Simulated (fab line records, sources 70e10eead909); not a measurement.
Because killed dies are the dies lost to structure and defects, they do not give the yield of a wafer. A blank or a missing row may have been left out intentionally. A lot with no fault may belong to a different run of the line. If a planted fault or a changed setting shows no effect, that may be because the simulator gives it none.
fab line records    flow nand-harc
[record] lots = 5  wafers = 13  last-day = 32
route steps=1302 shown A_BLC@1109
lots that met no fault: taken from a fault-free run of the same line
start-h: the number of hours between the record's first day and the start of the first shown wafer of the lot    wait-h: hours from the lot's prior step to this one    " as in the row above    L1.1+2: a single row standing in for several wafers    - value missing, or start not given    * or withheld: withheld    < > ~ a bound
route shown NAME@n: a module of which the file shows steps, and the number in the route of the first    usual: the fault-free wafers' mean and standard deviation    same: alike in all rows    chamber/n: place in a boat    sites: each site's reading    _std_site: standard deviation of those values    _edge_site: mean of outer sites minus mean of inner sites    radius-mm: for every site, how far away it sits from the centre of the wafer    mask NAME#n: copy n    behind: the most recent tool/chamber to have shaped the wafer    hold: why the lot was held/for how many hours/how that ended    device: the n, p or np transistor that did not switch    end of line: at the end of the route, the tests of the same wafers    for a step that has no rows: nothing shown but its recipe    killed: count of dies lost to structure and defects at first sort (not the wafer's yield)    map: dies across one wafer; x = killed, . = not, _ = none there
set.NAME: setting as actually run; set.NAME@STEP: the setting as run at that earlier step    model.NAME: the simulator's own value behind a step, which no gauge read
a table for each step, a row for each wafer; lots at some steps of the route
services: from which hour (start-h, from the record's first day; less than 0 if before it) a tool's chamber was out of use, for how many hours, and why
[[steps]]
[step NHARC_A_BLC_COAT_02]
[recipe] temp-c = 260  time-s = 75
[step NHARC_A_BLC_COAT_03]
[recipe] temp-c = 225  time-s = 65
[step NHARC_A_BLC_COAT_04]
[recipe] spin-rpm = 1500  resist-thk-nm = 90
[step NHARC_A_BLC_SOFTBAKE_05]
[recipe] temp-c = 105  time-s = 55
[step NHARC_A_BLC_EBR_06]
[step NHARC_A_BLC_EXPOSE_07]
[recipe] na = 1.35  target-cd-nm = 100  dose-mj = 67.97  mask-id = A_BLC
[step NHARC_A_BLC_PEB_08]
[recipe] peb-temp-c = 100  peb-time-s = 65
[step NHARC_A_BLC_DEVELOP_09]
[recipe] develop-time-s = 35  dev-temp-c = 23
[step NHARC_A_BLC_CD_MEAS_10]
[recipe] target-cd-nm = 100  landing-energy-ev = 500
[usual] cd-nm = 99.9/0.57
lot.wafer  tool       chamber  start-h  wait-h  cd-nm
L577.2     cd-sem-02  0        514.38   -       98.6
L577.4     "          0        "        "       100.3
L577.6     "          0        "        "       99.5
L578.1     cd-sem-01  0        533.49   -       99.6
L578.2     "          0        "        "       100.0
L578.6     "          0        "        "       99.4
L587.1     cd-sem-01  0        620.21   -       99.1
L593.1     cd-sem-01  0        667.57   -       99.9
L593.2     "          0        "        "       100.3
L593.4     "          0        "        "       99.7
L598.1     cd-sem-03  0        732.62   -       100.1
L598.3     "          0        "        "       100.5
L598.5     "          0        "        "       100.2
[step NHARC_A_BLC_OVL_MEAS_11]
[usual] overlay-x-nm = 0.1/0.8  overlay-y-nm = 0.0/0.69
lot.wafer  tool        chamber  start-h  wait-h  overlay-x-nm  overlay-y-nm
L577.2     overlay-02  -        514.47   -       0.6           0.6
L577.4     "           -        "        "       1.1           0.6
L577.6     "           -        "        "       0.7           0.2
L578.1     overlay-02  -        533.58   -       1.2           0.3
L578.2     "           -        "        "       1.4           0.0
L578.6     "           -        "        "       0.7           0.2
L587.1     overlay-01  -        620.29   -       -1.3          -0.2
L593.1     overlay-02  -        667.66   -       0.6           -0.3
L593.2     "           -        "        "       0.8           -0.1
L593.4     "           -        "        "       0.8           -0.4
L598.1     overlay-01  -        732.70   -       -0.8          0.0
L598.3     "           -        "        "       -0.4          -0.4
L598.5     "           -        "        "       -0.5          0.2
[step NHARC_A_BLC_INSPECT_12]
[usual] raw-defect-count = 83/46
lot.wafer  tool               chamber  start-h  wait-h  raw-defect-count
L577.2     defect-inspect-02  -        514.50   0.0     21
L577.4     "                  -        "        "       19
L577.6     "                  -        "        "       25
L578.1     defect-inspect-01  -        533.62   0.0     72
L578.2     "                  -        "        "       62
L578.6     "                  -        "        "       75
L587.1     defect-inspect-01  -        620.33   0.0     83
L593.1     defect-inspect-01  -        667.70   0.0     114
L593.2     "                  -        "        "       102
L593.4     "                  -        "        "       131
L598.1     defect-inspect-01  -        732.74   0.0     35
L598.3     "                  -        "        "       67
L598.5     "                  -        "        "       47
[step NHARC_A_BLC_DESCUM_15]
[recipe] time-s = 3  o2-flow-sccm = 200  ar-flow-sccm = 0  bias-power-w = 0  chemistry = O2
[usual] drypump-motor-current-A = 5.6/0.34  mfc-ar-sccm = 0.006/0.011  o2-flow-sccm = 200.0/0.59  oes-product-au = 1.002/0.0081  rf-vpp-V = 57.7/0.87  showerhead-plenum-p-Torr = 1.90/0.08  throttle-valve-pct = 11.312/0.009
lot.wafer  tool         chamber  start-h  wait-h  drypump-motor-current-A  mfc-ar-sccm  o2-flow-sccm  oes-product-au  rf-hours-counter-h  rf-vpp-V  showerhead-plenum-p-Torr  throttle-valve-pct
L577.4     rie-diel-09  0        514.57   0.1     5.9                      0.025        199.4         1.011           1                   59.6      2.04                      11.306
L577.2     "            1        "        "       5.4                      0            199.5         1.005           1                   56.9      1.79                      11.308
L577.6     "            3        "        "       5.2                      0.024        200.1         0.999           -                   58.7      1.92                      11.321
L578.2     rie-diel-02  2        533.68   0.1     5.0                      0            200.5         0.994           10                  58.4      1.79                      11.311
L578.1     "            1        "        "       5.7                      0            200.2         0.990           11                  57.3      1.96                      11.315
L578.6     "            3        "        "       5.7                      0            200.2         0.994           -                   58.3      1.93                      11.319
L587.1     rie-diel-02  3        620.40   0.1     5.7                      0            199.8         1.008           3                   57.2      1.92                      11.305
L593.1     rie-diel-08  1        667.77   0.1     6.5                      0.038        199.3         0.987           33                  57.5      1.78                      11.311
L593.4     "            2        "        "       5.6                      0            200.7         0.995           41                  58.5      2.04                      11.306
L593.2     "            3        "        "       6.4                      0            199.7         0.998           43                  58.2      1.92                      11.314
L598.3     rie-diel-09  0        732.80   0.1     5.9                      0.025        199.7         0.999           4                   58.4      2.04                      11.317
L598.1     "            1        "        "       5.4                      0            200.7         0.994           1                   56.4      1.79                      11.315
L598.5     "            1        "        "       5.4                      0            201.5         1.012           -                   56.4      1.79                      11.311
[step NHARC_A_BLC_ETCH_16]
[recipe] target-depth-a = 390  over-etch-frac = 0.3  time-s = 65  ion-energy-ev = 80  cf4-flow-sccm = 150  ar-flow-sccm = 0  rf-w = 300  bias-w = 100  chemistry = CF4
[usual] cf4-flow-sccm = 150.0/0.47  drypump-motor-current-A = 5.6/0.34  mfc-ar-sccm = 0.006/0.011  oes-product-au = 1.003/0.0079  rf-vpp-V = 151.2/1.3  showerhead-plenum-p-Torr = 1.76/0.072  throttle-valve-pct = 13.283/0.0095
lot.wafer  tool         chamber  start-h  wait-h  cf4-flow-sccm  drypump-motor-current-A  mfc-ar-sccm  oes-product-au  rf-hours-counter-h  rf-vpp-V  showerhead-plenum-p-Torr  throttle-valve-pct
L577.2     rie-diel-09  0        514.65   0.1     149.5          5.9                      0.025        1.017           1                   152.1     1.88                      13.291
L577.4     "            2        "        "       149.5          5.8                      0            0.999           1                   151.4     1.81                      13.276
L577.6     "            0        "        "       150.4          5.9                      0.025        1.003           -                   150.7     1.88                      13.286
L578.2     rie-diel-02  1        533.77   0.1     150.2          5.7                      0            0.986           11                  152.0     1.81                      13.280
L578.1     "            0        "        "       149.9          5.7                      0            1.003           11                  150.3     1.71                      13.275
L578.6     "            2        "        "       150.3          5.0                      0            1.001           -                   149.9     1.66                      13.270
L587.1     rie-diel-02  0        620.50   0.1     150.4          5.7                      0            0.799           3                   149.7     1.71                      13.273
L593.2     rie-diel-08  0        667.85   0.1     150.2          5.3                      0.001        1.000           37                  152.3     1.77                      13.267
L593.4     "            1        "        "       150.1          6.5                      0.038        0.991           33                  149.6     1.65                      13.295
L593.1     "            2        "        "       149.9          5.6                      0            1.000           41                  153.9     1.88                      13.267
L598.1     rie-diel-09  2        732.89   0.1     149.3          5.9                      0            0.998           4                   152.0     1.80                      13.307
L598.3     "            0        "        "       149.6          5.9                      0.025        1.001           4                   153.4     1.87                      13.281
L598.5     "            1        "        "       150.1          5.4                      0            1.006           -                   151.4     1.66                      13.290
[step NHARC_A_BLC_ETCH_17]
[recipe] target-depth-a = 3900  over-etch-frac = 0.25  time-s = 609.38  ion-energy-ev = 200  n2-flow-sccm = 150  h2-flow-sccm = 150  ar-flow-sccm = 0  rf-w = 400  bias-w = 150  chemistry = N2/H2
[usual] drypump-motor-current-A = 5.6/0.33  mfc-ar-sccm = 0.006/0.011  oes-product-au = 1.004/0.0081  rf-vpp-V = 430.3/2.6  showerhead-plenum-p-Torr = 2.03/0.088  throttle-valve-pct = 14.170/0.0088
lot.wafer  tool         chamber  start-h  wait-h  drypump-motor-current-A  mfc-ar-sccm  oes-product-au  rf-hours-counter-h  rf-vpp-V  showerhead-plenum-p-Torr  throttle-valve-pct
L577.2     rie-diel-09  2        -        -       5.9                      0            1.001           1                   432.7     2.09                      14.169
L577.4     "            3        "        "       5.2                      0.024        1.005           1                   431.3     2.04                      14.174
L577.6     "            3        "        "       5.2                      0.024        0.999           -                   430.6     2.04                      14.163
L578.1     rie-diel-02  1        -        -       5.7                      0            1.003           11                  432.0     2.09                      14.164
L578.2     "            2        "        "       5.0                      0            1.003           10                  427.0     1.90                      14.173
L578.6     "            0        "        "       5.7                      0            1.001           -                   429.2     1.97                      14.185
L587.1     rie-diel-02  3        -        -       5.8                      0            1.005           3                   430.7     2.05                      14.161
L593.1     rie-diel-08  0        -        -       5.3                      0.001        1.003           37                  431.5     2.05                      14.167
L593.4     "            1        "        "       6.5                      0.038        0.997           33                  426.9     1.89                      14.165
L593.2     "            2        "        "       5.6                      0            1.008           41                  435.0     2.18                      14.173
L598.1     rie-diel-09  0        -        -       5.9                      0.025        1.004           4                   434.9     2.17                      14.178
L598.3     "            1        "        "       5.4                      0            1.010           1                   427.0     1.90                      14.160
L598.5     "            1        "        "       5.4                      0            1.003           -                   426.6     1.90                      14.171
[[services]]
tool         chamber  start-h  hours  kind
rie-diel-09  -        497.18   9.0    pm
rie-diel-09  0        497.18   9.0    vent-cycle
rie-diel-09  1        497.18   9.0    vent-cycle
rie-diel-09  2        497.18   9.0    vent-cycle
rie-diel-09  3        497.18   9.0    vent-cycle
rie-diel-09  0        506.18   -      clean
rie-diel-09  1        506.18   -      clean
rie-diel-09  2        506.18   -      clean
rie-diel-09  3        506.18   -      clean
rie-diel-09  0        530.68   -      clean
rie-diel-09  1        530.68   -      clean
rie-diel-09  2        530.68   -      clean
rie-diel-02  1        539.04   27.3   repair
rie-diel-08  -        544.82   9.0    pm
rie-diel-02  -        570.88   9.0    pm
rie-diel-02  3        625.92   10.3   repair
rie-diel-02  3        637.37   7.6    repair
rie-diel-09  0        648.35   3.2    repair
rie-diel-02  -        672.46   0.3    repair
rie-diel-09  -        674.18   9.0    pm
rie-diel-08  0        689.69   3.0    repair
rie-diel-09  1        690.52   30.6   repair
rie-diel-02  3        709.55   14.3   repair
rie-diel-08  -        721.82   9.0    pm
[[key]]
[first-sign] step = NHARC_A_BLC_ETCH_16  reading = oes-product-au  direction = down  sigmas = 26  usual = 1.003  struck = 0.799
effect none on later readings
met-at NHARC_A_BLC_ETCH_16
struck-wafers L587.1
later-rows-left-out L587.1
sort-left-out L587.1
tester-left-out L587
onset-between 533.77 620.50
[earlier-fault] kind = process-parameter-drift  tool = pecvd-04  chamber = 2  onset-h = 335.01  steps = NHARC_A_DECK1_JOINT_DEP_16  channel = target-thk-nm  offset = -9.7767  shape = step  acts-in = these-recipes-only  stated = 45
[earlier-fault] kind = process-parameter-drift  tool = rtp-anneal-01  chamber = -  onset-h = 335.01  steps = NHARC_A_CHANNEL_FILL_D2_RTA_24  channel = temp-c  offset = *  shape = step  acts-in = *  stated = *
[fault] kind = process-parameter-drift  tool = rie-diel-02  chamber = 0  onset-h = 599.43  steps = NHARC_A_BLC_ETCH_16  channel = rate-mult  offset = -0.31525  shape = step
// tester-left-out: of these lots the tester's yield and bins aren't shown, on N5 and GAA mostly nor the transistor test; their killed dies are dies lost to structure and defects alone, not to doping, threshold or leakage, so they don't give the yield
// sort-left-out: the simulated sort isn't trusted on such a fault, so these wafers' sort isn't shown, and their yield isn't known
// later-rows-left-out: the simulator's readings of these wafers behind a module that went badly wrong aren't trusted and aren't shown, but for the sort
